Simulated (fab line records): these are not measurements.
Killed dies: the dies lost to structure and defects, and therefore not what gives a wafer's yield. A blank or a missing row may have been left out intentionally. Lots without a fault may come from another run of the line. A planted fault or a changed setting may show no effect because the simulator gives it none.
Chamber matching || flow n5-finfet || N5_SD_EPI_P_SD_RECESS_17 on rie-si-04: 4 sister chambers
The step chemistry HBr/Cl2/O2, target depth 39.1 nm, bt time 3 s. 8 wafers are shown with their chamber, then 6 later ones without.

WAFERS WITH THEIR CHAMBER
{"wafer": "L551.3", "chamber": 2, "throttle-valve-pct (%)": 36.87, "drypump-motor-current-A (A)": 5.7}
{"wafer": "L552.2", "chamber": 2, "throttle-valve-pct (%)": 36.87, "drypump-motor-current-A (A)": 5.7}
{"wafer": "L557.2", "chamber": 3, "throttle-valve-pct (%)": 37.45, "drypump-motor-current-A (A)": 4.9}
{"wafer": "L557.3", "chamber": 1, "throttle-valve-pct (%)": 37.08, "drypump-motor-current-A (A)": 6.1}
{"wafer": "L557.6", "chamber": 0, "throttle-valve-pct (%)": 36.87, "drypump-motor-current-A (A)": 6.0}
{"wafer": "L558.1", "chamber": 3, "throttle-valve-pct (%)": 37.44, "drypump-motor-current-A (A)": 4.9}
{"wafer": "L558.5", "chamber": 1, "throttle-valve-pct (%)": 37.08, "drypump-motor-current-A (A)": 6.0}
{"wafer": "L558.6", "chamber": 0, "throttle-valve-pct (%)": 36.87, "drypump-motor-current-A (A)": 5.9}

WAFERS MISSING THEIR CHAMBER
{"wafer": "L560.2", "throttle-valve-pct (%)": 37.45, "drypump-motor-current-A (A)": 5.0}
{"wafer": "L560.3", "throttle-valve-pct (%)": 36.87, "drypump-motor-current-A (A)": 6.0}
{"wafer": "L560.5", "throttle-valve-pct (%)": 37.45, "drypump-motor-current-A (A)": 5.0}
{"wafer": "L570.1", "throttle-valve-pct (%)": 37.08, "drypump-motor-current-A (A)": 6.1}
{"wafer": "L570.3", "throttle-valve-pct (%)": 36.88, "drypump-motor-current-A (A)": 5.7}
{"wafer": "L570.4", "throttle-valve-pct (%)": 36.86, "drypump-motor-current-A (A)": 6.0}

THE CHAMBER EACH PASSED THROUGH
{"wafer": "L560.2", "from the rows above": 3, "in truth": 3}
{"wafer": "L560.3", "from the rows above": 0, "in truth": 0}
{"wafer": "L560.5", "from the rows above": 3, "in truth": 3}
{"wafer": "L570.1", "from the rows above": 1, "in truth": 1}
{"wafer": "L570.3", "from the rows above": 2, "in truth": 2}
{"wafer": "L570.4", "from the rows above": 0, "in truth": 0}
Correctly placed: 6 of 6. Left unplaced by these rows: 0. Placed wrongly: 0.
How it was worked out, from the rows above alone: a wafer's distance from a chamber is the root of the sum, over the readings, of the square of ((its reading less the chamber's mean) divided by the reading's scatter). The wafer belongs to the nearest chamber; if the next one is less than 2 further off, it can't be placed. Each chamber's mean is taken over the wafers shown for it. The scatter: take each reading less its chamber's mean, square it, sum over the shown wafers, divide by the number of wafers less the number of chambers, and take the root.
